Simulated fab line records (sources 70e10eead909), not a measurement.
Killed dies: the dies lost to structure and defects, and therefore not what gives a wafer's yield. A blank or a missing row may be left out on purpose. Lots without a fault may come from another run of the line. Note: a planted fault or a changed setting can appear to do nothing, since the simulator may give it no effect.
A struck lot beside a sound one -- flow nand-harc -- 14 steps out of a route of 1302
Sound: the wafers L760.1, L760.4, L760.6. Struck: wafers L752.1, L752.5. (L752.2 of the same lot was not struck and is left out.) The cause comes at the end.
Each step with rows lists, per side, the tool, then ch with its chambers, then its first start. Under that, the readings that differ: sound wafers -- struck wafers -- difference of the means -- sigmas: that difference in standard deviations of wafers without a fault.
alike: same words and numbers on both sides, and readings whose means sit less than 2 such deviations apart. not compared: any withheld reading, any reading some wafer has no value for, any bound like >300 that may hide the same value, and any number with overlapping values for which the record gives no deviation.
A row with sigmas, a row that says differs or no value, or rows on one side alone: a step with any of these is where the two part. Numbers that have no deviation but don't overlap get no sigmas and don't part them. A reading missing from all wafers of one side parts the sides only when that side holds two or more wafers.

NHARC_A_CHANNEL_HOLE_D2_CD_MEAS_31:
  struck on cd-sem-02, day 17 16:18; sound on cd-sem-03, day 20 22:22
  alike: cd-nm
NHARC_A_CHANNEL_HOLE_D2_XSEM_32:
  sound on xsem-01 ch 0, day 20 22:27; struck on xsem-01 ch 0, day 17 16:23
  alike: bot-cd-nm, bow-nm, tilt-deg
NHARC_A_CHANNEL_HOLE_D2_INSPECT_40:
  struck on defect-inspect-02, day 17 16:29; sound on defect-inspect-02, day 20 22:33
  alike: raw-defect-count
then, 2 steps without rows for these wafers: NHARC_A_CHANNEL_FILL_D2_PRECLEAN_00 (cleans in SC1); NHARC_A_CHANNEL_FILL_D2_SRD_01.
NHARC_A_CHANNEL_FILL_D2_ALD_02: deposits SiO2, target thk 6 nm, pulse time 10 s, ald cycles 60.
  sound on ald-hk-02 ch 1,2,3, day 20 22:53; struck on ald-hk-02 ch 1,3, day 17 16:41
  alike: heater-power-w, precursor-pulse-height-rel
NHARC_A_CHANNEL_FILL_D2_ALD_03: deposits SiNx, target thk 6 nm, pulse time 60 s, ald cycles 58.
  sound: ald-sin-batch-03 ch 0; struck: ald-sin-batch-02 ch 0
  alike: precursor-pulse-height-rel
then, 1 step without rows for these wafers: NHARC_A_CHANNEL_FILL_D2_ALD_14 (deposits SiO2, target thk 2.5 nm, pulse time 10 s, ald cycles 25).
NHARC_A_CHANNEL_FILL_D2_ALD_15: deposits SiNx, target thk 2 nm, pulse time 60 s, ald cycles 19.
  sound: ald-sin-batch-02 ch 0; struck: ald-sin-batch-01 ch 0
  alike: precursor-pulse-height-rel
then, 3 steps without rows for these wafers: NHARC_A_CHANNEL_FILL_D2_ALD_16 (deposits SiO2, target thk 1.5 nm, pulse time 10 s, ald cycles 15); NHARC_A_CHANNEL_FILL_D2_ANNEAL_17 (time 1800 s); NHARC_A_CHANNEL_FILL_D2_CVD_18 (deposits poly-Si, target thk 3 nm).
NHARC_A_CHANNEL_FILL_D2_ETCHBACK_19: etches the open film in HBr/Cl2, target depth 5 nm, time 1.7 s.
  sound on rie-si-05 ch 0,1,3, day 21 22:46; struck on rie-si-03 ch 2,3, day 18 16:22
reading,sound,struck,difference,sigmas
oes-product-au (a.u.),0.992 0.993 0.994,0.710 0.723,-0.277,-23
  alike: drypump-motor-current-A, he-backside-leak-sccm, throttle-valve-pct
  not compared: rf-hours-counter-h
NHARC_A_CHANNEL_FILL_D2_ETCHBACK_20: etches the open film in C4F8/O2/Ar, target depth 27 nm, time 13.5 s.
  sound on rie-diel-03 ch 0,2,3, day 21 22:54; struck on rie-diel-04 ch 1,2, day 18 16:31
  alike: oes-product-au, rf-vpp-V
  not compared: rf-hours-counter-h

WHERE THEY PART
Only at NHARC_A_CHANNEL_FILL_D2_ETCHBACK_19, as far as this record shows. Later steps at which nothing parts them and some readings are alike: NHARC_A_CHANNEL_FILL_D2_ETCHBACK_20.

WHY: what the simulator had put in
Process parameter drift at NHARC_A_CHANNEL_FILL_D2_ETCHBACK_19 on rie-si-03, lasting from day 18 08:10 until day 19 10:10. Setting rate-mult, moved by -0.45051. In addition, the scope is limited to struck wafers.
